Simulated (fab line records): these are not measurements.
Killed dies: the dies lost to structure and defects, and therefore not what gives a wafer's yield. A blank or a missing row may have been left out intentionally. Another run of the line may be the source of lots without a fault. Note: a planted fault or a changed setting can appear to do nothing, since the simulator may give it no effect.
Split-lot study || flow n5-finfet || route with 1938 steps; 7 lots, 21 wafers read

== THE SPLIT ITSELF ==
At N5_BEOL_M4_EXPOSE_08 (exposes mask M4), the setting dose-mj was moved away from the recipe's 41.25 on 10 of the 21 wafers read, by -4.6% to +3.8%. For the rest of the wafers, this setting stayed at what the recipe calls for.

== FROM THE SPLIT TO THE READING: what the file shows between them, 11 steps ==
- N5_BEOL_M4_PEB_09: peb time 60 s
- N5_BEOL_M4_DEVELOP_10: develop time 30 s
- N5_BEOL_M4_CD_MEAS_11: target cd 16.79 nm
- N5_BEOL_M4_DESCUM_16: chemistry O2, time 7 s
- N5_BEOL_M4_ETCH_74: etches underlayer in N2/H2, target depth 6.5 nm, time 5.2 s
- N5_BEOL_M4_ETCH_63: etches SiARC in CF4, target depth 15.6 nm, time 26 s
- N5_BEOL_M4_ETCH_64: etches SOC in N2/H2, target depth 75 nm, overetch 22.5 nm, time 121.9 s
- N5_BEOL_M4_STRIP_65: strips in N2/H2
- N5_BEOL_M4_STRIP_75: strips in N2/H2
- N5_BEOL_M4_HM_OPEN_17: chemistry Cl2/BCl3, target TiN, target depth 20 nm, overetch 6 nm
- N5_BEOL_M4_STRIP_19: strips in O2

== THE READING ==
cd-nm, in nm, at N5_BEOL_M4_CD_MEAS_18 (pitch 36 nm, target cd 18 nm). Typical for fault-free wafers on this fab line: 18.0 nm, with standard deviation 0.32 nm.

{"wafer": "L076.2", "tool, chamber at the split": "euv-scanner-02, 0", "dose-mj as run": 41.25, "against the recipe": "recipe", "cd-nm, nm": 17.8, "against lot-mates on the recipe": "-"}
{"wafer": "L076.4", "tool, chamber at the split": "euv-scanner-02, 0", "dose-mj as run": 41.25, "against the recipe": "recipe", "cd-nm, nm": 18.5, "against lot-mates on the recipe": "-"}
{"wafer": "L076.6", "tool, chamber at the split": "euv-scanner-02, 0", "dose-mj as run": 40.07, "against the recipe": "-2.9%", "cd-nm, nm": 17.6, "against lot-mates on the recipe": -0.5}
{"wafer": "L078.1", "tool, chamber at the split": "euv-scanner-02, 0", "dose-mj as run": 40.08, "against the recipe": "-2.8%", "cd-nm, nm": 17.4, "against lot-mates on the recipe": -1.2}
{"wafer": "L078.2", "tool, chamber at the split": "euv-scanner-02, 0", "dose-mj as run": 41.25, "against the recipe": "recipe", "cd-nm, nm": 18.6, "against lot-mates on the recipe": "-"}
{"wafer": "L078.6", "tool, chamber at the split": "euv-scanner-02, 0", "dose-mj as run": 40.08, "against the recipe": "-2.8%", "cd-nm, nm": 17.7, "against lot-mates on the recipe": -0.9}
{"wafer": "L082.3", "tool, chamber at the split": "euv-scanner-02, 0", "dose-mj as run": 39.34, "against the recipe": "-4.6%", "cd-nm, nm": 17.0, "against lot-mates on the recipe": -1.0}
{"wafer": "L082.4", "tool, chamber at the split": "euv-scanner-02, 0", "dose-mj as run": 39.34, "against the recipe": "-4.6%", "cd-nm, nm": 16.8, "against lot-mates on the recipe": -1.2}
{"wafer": "L082.5", "tool, chamber at the split": "euv-scanner-02, 0", "dose-mj as run": 41.25, "against the recipe": "recipe", "cd-nm, nm": 18.0, "against lot-mates on the recipe": "-"}
{"wafer": "L083.1", "tool, chamber at the split": "euv-scanner-02, 0", "dose-mj as run": 41.25, "against the recipe": "recipe", "cd-nm, nm": 18.1, "against lot-mates on the recipe": "-"}
{"wafer": "L083.2", "tool, chamber at the split": "euv-scanner-02, 0", "dose-mj as run": 42.03, "against the recipe": "+1.9%", "cd-nm, nm": 18.1, "against lot-mates on the recipe": "+0.0"}
{"wafer": "L083.5", "tool, chamber at the split": "euv-scanner-02, 0", "dose-mj as run": 42.03, "against the recipe": "+1.9%", "cd-nm, nm": 18.7, "against lot-mates on the recipe": "+0.6"}
{"wafer": "L089.2", "tool, chamber at the split": "euv-scanner-01, 0", "dose-mj as run": 39.45, "against the recipe": "-4.4%", "cd-nm, nm": 16.8, "against lot-mates on the recipe": -1.2}
{"wafer": "L089.3", "tool, chamber at the split": "euv-scanner-01, 0", "dose-mj as run": 41.25, "against the recipe": "recipe", "cd-nm, nm": 17.7, "against lot-mates on the recipe": "-"}
{"wafer": "L089.4", "tool, chamber at the split": "euv-scanner-01, 0", "dose-mj as run": 41.25, "against the recipe": "recipe", "cd-nm, nm": 18.4, "against lot-mates on the recipe": "-"}
{"wafer": "L092.1", "tool, chamber at the split": "euv-scanner-01, 0", "dose-mj as run": 41.25, "against the recipe": "recipe", "cd-nm, nm": 18.3, "against lot-mates on the recipe": "-"}
{"wafer": "L092.2", "tool, chamber at the split": "euv-scanner-01, 0", "dose-mj as run": 41.25, "against the recipe": "recipe", "cd-nm, nm": 18.4, "against lot-mates on the recipe": "-"}
{"wafer": "L092.4", "tool, chamber at the split": "euv-scanner-01, 0", "dose-mj as run": 41.25, "against the recipe": "recipe", "cd-nm, nm": 18.2, "against lot-mates on the recipe": "-"}
{"wafer": "L096.1", "tool, chamber at the split": "euv-scanner-01, 0", "dose-mj as run": 42.83, "against the recipe": "+3.8%", "cd-nm, nm": 18.7, "against lot-mates on the recipe": "+0.8"}
{"wafer": "L096.2", "tool, chamber at the split": "euv-scanner-01, 0", "dose-mj as run": 41.25, "against the recipe": "recipe", "cd-nm, nm": 17.9, "against lot-mates on the recipe": "-"}
{"wafer": "L096.3", "tool, chamber at the split": "euv-scanner-01, 0", "dose-mj as run": 42.83, "against the recipe": "+3.8%", "cd-nm, nm": 18.4, "against lot-mates on the recipe": "+0.5"}

FIT RESULTS
A straight line over all 21 wafers: cd-nm changes by +0.208 nm for each +1% of dose-mj; r = +0.86; the points scatter about the line by 0.3 nm.
The same after taking each lot's own level away (the mean of its wafers on the recipe; 21 wafers): +0.232 nm for each +1%; r = +0.92; scatter 0.25 nm.
On that fit, the largest move of dose-mj shifts the reading by 1.1 nm.
From 17.90 to 18.60 nm: that is the span of the lots' own levels, equal to 2.2 times the standard deviation above.
So the lot-to-lot level changes the slope: the two fits differ.
Check: with one of the wafers moved furthest among these (-4.6%) left out of the fit, the line predicts -1.19 nm for it against its lot-mates. It came out at -1 nm against them.

== FURTHER SPLITS ON THESE WAFERS ==
Other splits were also applied to these wafers ahead of the reading. Each is held against what the fit with the lots' levels taken away leaves over:
{"other split on the same wafers": "N5_BEOL_M2_TRENCH_ETCH_37 source-w", "wafers away from the commonest value": 6, "r with cd-nm (lot level and that fit taken away)": "+0.11"}
{"other split on the same wafers": "N5_BEOL_M3_PECVD_72 time-s", "wafers away from the commonest value": 9, "r with cd-nm (lot level and that fit taken away)": "+0.06"}
{"other split on the same wafers": "N5_BEOL_M3_COAT_05 spin-rpm", "wafers away from the commonest value": 5, "r with cd-nm (lot level and that fit taken away)": "+0.38"}
{"other split on the same wafers": "N5_BEOL_M4_COAT_62 spin-rpm", "wafers away from the commonest value": 4, "r with cd-nm (lot level and that fit taken away)": "+0.00"}

== THE WHOLE CHAIN: every reading that the file lists as answering this split, in the file's order ==
{"step": "N5_BEOL_M4_CD_MEAS_11", "what it does": "target cd 16.79 nm", "reading": "cd-nm", "change (the file's fit)": "+0.216 nm for each +1% of the setting", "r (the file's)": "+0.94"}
{"step": "N5_BEOL_M4_ETCH_74", "what it does": "etches underlayer in N2/H2, target depth 6.5 nm, time 5.2 s", "reading": "BEOL_M4.cd-offset-nm (the simulator's own value, which no gauge read)", "change (the file's fit)": "+0.206 nm for each +1% of the setting", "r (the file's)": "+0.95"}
{"step": "N5_BEOL_M4_ETCH_63", "what it does": "etches SiARC in CF4, target depth 15.6 nm, time 26 s", "reading": "BEOL_M4.cd-offset-nm (the simulator's own value, which no gauge read)", "change (the file's fit)": "+0.216 nm for each +1% of the setting", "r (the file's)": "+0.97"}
{"step": "N5_BEOL_M4_ETCH_64", "what it does": "etches SOC in N2/H2, target depth 75 nm, overetch 22.5 nm, time 121.9 s", "reading": "BEOL_M4.cd-offset-nm (the simulator's own value, which no gauge read)", "change (the file's fit)": "+0.204 nm for each +1% of the setting", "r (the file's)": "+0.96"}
{"step": "N5_BEOL_M4_CD_MEAS_18", "what it does": "pitch 36 nm, target cd 18 nm", "reading": "cd-nm", "change (the file's fit)": "+0.239 nm for each +1% of the setting", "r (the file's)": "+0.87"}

== THE FILE'S OWN FIT ==
cd-nm changes by +0.239 nm for each +1% of dose-mj, r = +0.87.
